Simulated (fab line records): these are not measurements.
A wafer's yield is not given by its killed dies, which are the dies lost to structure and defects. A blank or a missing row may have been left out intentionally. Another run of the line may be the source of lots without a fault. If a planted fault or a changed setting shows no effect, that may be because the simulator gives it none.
Struck lot and sound lot, side by side | flow n5 finfet | 16 out of 1938 route steps
Sound: wafers L337.1, L337.3, L337.6. The struck wafers were L331.1, L331.3, L331.4. The cause comes at the end.
Order at every step that has rows: each side's tool, ch and its chambers, its first start. Under that, the readings that differ: sound wafers | struck wafers | difference of the means | sigmas: that difference in standard deviations of wafers without a fault.
alike: readings whose means differ by less than 2 such deviations, and words and numbers that are the same on both sides. not compared: withheld readings, readings that some wafer has no value for, bounds like >300 that may hide the same value, and numbers for which the record gives no deviation and whose values overlap.
Wherever a step has rows on one side only, a row that says differs or no value, or a row with sigmas, the two part there. Numbers that don't overlap but have no deviation are shown without sigmas and don't part them. A reading that every wafer of one side lacks parts them only if that side has two wafers or more.

first, 4 steps without rows for these wafers: N5_BEOL_M1_HM_STRIP_39 (strips TiN in peroxide tin strip, target depth 25 nm, time 158 s); N5_BEOL_M1_SRD_40 (time 30 s); N5_BEOL_M1_PRECLEAN_42 (cleans in residue remover, time 60 s); N5_BEOL_M1_SRD_43 (time 30 s).
N5_BEOL_M1_CD_MEAS_35: target cd 18 nm, target cd y 21 nm.
  sound: cd sem-01 at day 11 21:08; struck: cd sem-01 at day 10 13:20
  alike: cd nm
N5_BEOL_M1_DEGAS_44: time 60 s.
  sound: pvd sputter-02 at day 11 21:35; struck: pvd sputter-01 at day 10 13:28
  alike: heater power w
N5_BEOL_M1_PRE_CLEAN_45: time 30 s.
  sound: pvd sputter-02 at day 11 21:38; struck: pvd sputter-01 at day 10 13:30
  alike: heater power w
N5_BEOL_M1_ALD_84: deposits TaN, pulse time 2 s, purge time 3 s, co reactant purge time 2 s.
  sound on ald metal-01 ch 1,2,3, day 11 21:41; struck on ald metal-01 ch 1,2,3, day 10 13:34
  alike: heater power w
  not compared: since wet clean h
then, 2 steps without rows for these wafers: N5_BEOL_M1_SURFACE_TREAT_85; N5_BEOL_M1_CVD_47 (deposits Co from CCTBA/H2, target thk 3 nm, time 223.8 s).
N5_BEOL_M1_SPUTTER_48: material Cu, target thk 4.5 nm, time 8.29 s.
  sound: pvd sputter-02 at day 11 22:33; struck: pvd sputter-02 at day 10 14:10
  alike: chamber pressure pa, chuck gas flow sccm, throttle valve pct
N5_BEOL_M1_ANNEAL_49: time 240 s.
  sound: pvd sputter-02 at day 11 22:38; struck: pvd sputter-02 at day 10 14:15
  alike: heater power w
N5_BEOL_M1_SPUTTER_79: material Cu, target thk 4.5 nm, time 8.29 s.
  sound: pvd sputter-02 at day 11 22:46; struck: pvd sputter-02 at day 10 14:23
  no value came back on the struck wafers for chamber pressure pa (Pa), chuck gas flow sccm (sccm), throttle valve pct (%); on the sound wafers chamber pressure pa (Pa) reads 0.07003 0.06992 0.06985
then, 1 step without rows for these wafers: N5_BEOL_M1_ANNEAL_80 (time 240 s).
N5_BEOL_M4_RC_MEAS_101:
  sound on prober-01 ch 0, day 13 08:07; struck on prober-02 ch 0, day 12 07:55
  alike: DIBL_N, DIBL_P, IOFF_N, IOFF_P, ION_N, ION_P, SS_N, SS_P, VT_N, VT_P
-- a jump in the record: the struck wafers' starts before and after are 4 days apart (it breaks off in module BEOL_M4 and resumes in module PASSIVATION, where the first step shown is number 1936 of the route) --
N5_PASSIVATION_PROBE_49:
  sound: prober-02 at day 17 18:05; struck: prober-02 at day 16 14:04
  reading                 | sound       | struck      | difference | sigmas
  killed open             | 87 69 109   | 67 69 56    | -24        | -2
  sort_bin_5_function (%) | 6.6 6.2 8.3 | 4.3 6.4 3.8 | -2.2       | -2
  alike: defect limited yield, killed_at_M0_to_M3, killed_at_M4_up, killed at contacts, killed at front end, killed at other, killed dies, killed on rim, killed short, sort_bin_6_memory, sort n pass, sort yield pct

WHERE THEY PART
First at N5_BEOL_M1_SPUTTER_79; last, within this record, at N5_PASSIVATION_PROBE_49.

WHY: what had been put in by the simulator
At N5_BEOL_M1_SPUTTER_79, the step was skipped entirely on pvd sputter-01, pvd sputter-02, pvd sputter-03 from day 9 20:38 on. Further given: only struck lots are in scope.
